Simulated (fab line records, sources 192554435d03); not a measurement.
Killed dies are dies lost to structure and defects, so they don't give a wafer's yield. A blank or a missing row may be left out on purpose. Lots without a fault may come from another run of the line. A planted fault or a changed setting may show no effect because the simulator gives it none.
A struck lot beside a sound one | flow n5_finfet | 36 steps out of a route of 1938
Sound: wafers L875.2, L875.3, L875.6. Struck: wafer L863.1. (L863.6 of the same lot was not struck and is left out.) The cause comes at the end.
At each step with rows: each side's tool, then ch and its chambers, then its first start. Under that, the readings that differ: sound wafers | struck wafers | difference of the means | sigmas: that difference in standard deviations of wafers without a fault.
alike: readings whose means differ by less than 2 such deviations, and words and numbers that are the same on both sides. not compared: withheld readings, readings that some wafer has no value for, bounds like >300 that may hide the same value, and numbers for which the record gives no deviation and whose values overlap.
The two part at a step that has a row with sigmas, a row that says differs or no value, or rows on one side only. Numbers that don't overlap but have no deviation are shown without sigmas and don't part them. A reading that every wafer of one side lacks parts them only if that side has two wafers or more.

first, 9 steps without rows for these wafers: N5_BEOL_M4_ANNEAL_95 (time 240 s); N5_BEOL_M4_SPUTTER_96 (material Cu, target thk 4.5 nm, time 8.29 s); N5_BEOL_M4_ECD_50 (material Cu, target thk 300 nm); N5_BEOL_M4_ANNEAL_51 (time 90 s); N5_BEOL_M4_CMP_52 (polishes, stops on SiOC, t overpolish 6.8 s, target thk 40 nm); N5_BEOL_M4_PRE_CLEAN_60 (time 15 s); N5_BEOL_M4_CO_CAP_55 (material Co, precursor CCTBA/H2, target thk 2 nm, time 102.1 s); N5_BEOL_M4_PRE_CLEAN_56 (time 15 s); N5_BEOL_M4_DEP_57 (deposits SiCN from 3MS/NH3, target thk 8 nm, time 14 s).
N5_BEOL_M4_RC_MEAS_101:
  sound on prober-02 ch 0, day 13 19:50; struck on prober-02 ch 0, day 10 18:19
  alike: DIBL_N, DIBL_P, IOFF_N, IOFF_P, ION_N, ION_P, SS_N, SS_P, VT_N, VT_P
then, 24 steps without rows for these wafers: N5_BEOL_M5_ILD_DEP_00 (deposits SiCOH lowk from DEMS/porogen, target thk 140.64 nm, time 25.9 s); N5_BEOL_M5_CURE_79 (cures SiCOH lowk, time 240 s); N5_BEOL_M5_PECVD_70 (deposits SiO2 from TEOS/O2, target thk 16 nm, time 18 s); N5_BEOL_M5_HM_DEP_02 (deposits TiN, target thk 20 nm); N5_BEOL_M5_COAT_59 (time 60 s, resist thk 60 nm); N5_BEOL_M5_COAT_60 (time 60 s, resist thk 12 nm); N5_BEOL_M5_COAT_71 (time 60 s, resist thk 5 nm); N5_BEOL_M5_COAT_05 (resist thk 30 nm); N5_BEOL_M5_EBR_07; N5_BEOL_M5_SOFTBAKE_06 (time 60 s); N5_BEOL_M5_EXPOSE_08 (exposes mask M5, target cd 28 nm); N5_BEOL_M5_PEB_09 (peb time 60 s); N5_BEOL_M5_DEVELOP_10 (develop time 30 s); N5_BEOL_M5_DESCUM_16 (chemistry O2, time 7 s); N5_BEOL_M5_ETCH_72 (etches underlayer in N2/H2, target depth 6.5 nm, time 5.2 s); N5_BEOL_M5_ETCH_61 (etches SiARC in CF4, target depth 15.6 nm, time 26 s); N5_BEOL_M5_ETCH_62 (etches SOC in N2/H2, target depth 75 nm, overetch 15 nm, time 112.5 s); N5_BEOL_M5_STRIP_63 (strips in N2/H2); N5_BEOL_M5_STRIP_73 (strips in N2/H2); N5_BEOL_M5_STRIP_64 (strips in CF4); N5_BEOL_M5_HM_OPEN_17 (chemistry Cl2/BCl3, target TiN, target depth 20 nm, overetch 6 nm); N5_BEOL_M5_STRIP_19 (strips in O2); N5_BEOL_M5_COAT_65 (time 60 s, resist thk 60 nm); N5_BEOL_M5_COAT_66 (time 60 s, resist thk 12 nm).
-- the record jumps here: 3 days lie between the struck wafers' starts before and after (it left off in module BEOL_M5 and takes up again in module BEOL_M11, whose first step shown is number 1593 of the route) --
N5_BEOL_M11_SPUTTER_48: material Cu, target thk 12 nm, time 2 s.
  sound on pvd_sputter-03, day 16 20:22; struck on pvd_sputter-03, day 13 17:58
  alike: throttle_valve_pct
N5_PASSIVATION_PROBE_49:
  the record has rows for the struck wafers here (prober-02, day 15 11:09) and none for the sound ones

WHERE THEY PART
Only at N5_PASSIVATION_PROBE_49, within this record.

WHY: what the simulator had put in
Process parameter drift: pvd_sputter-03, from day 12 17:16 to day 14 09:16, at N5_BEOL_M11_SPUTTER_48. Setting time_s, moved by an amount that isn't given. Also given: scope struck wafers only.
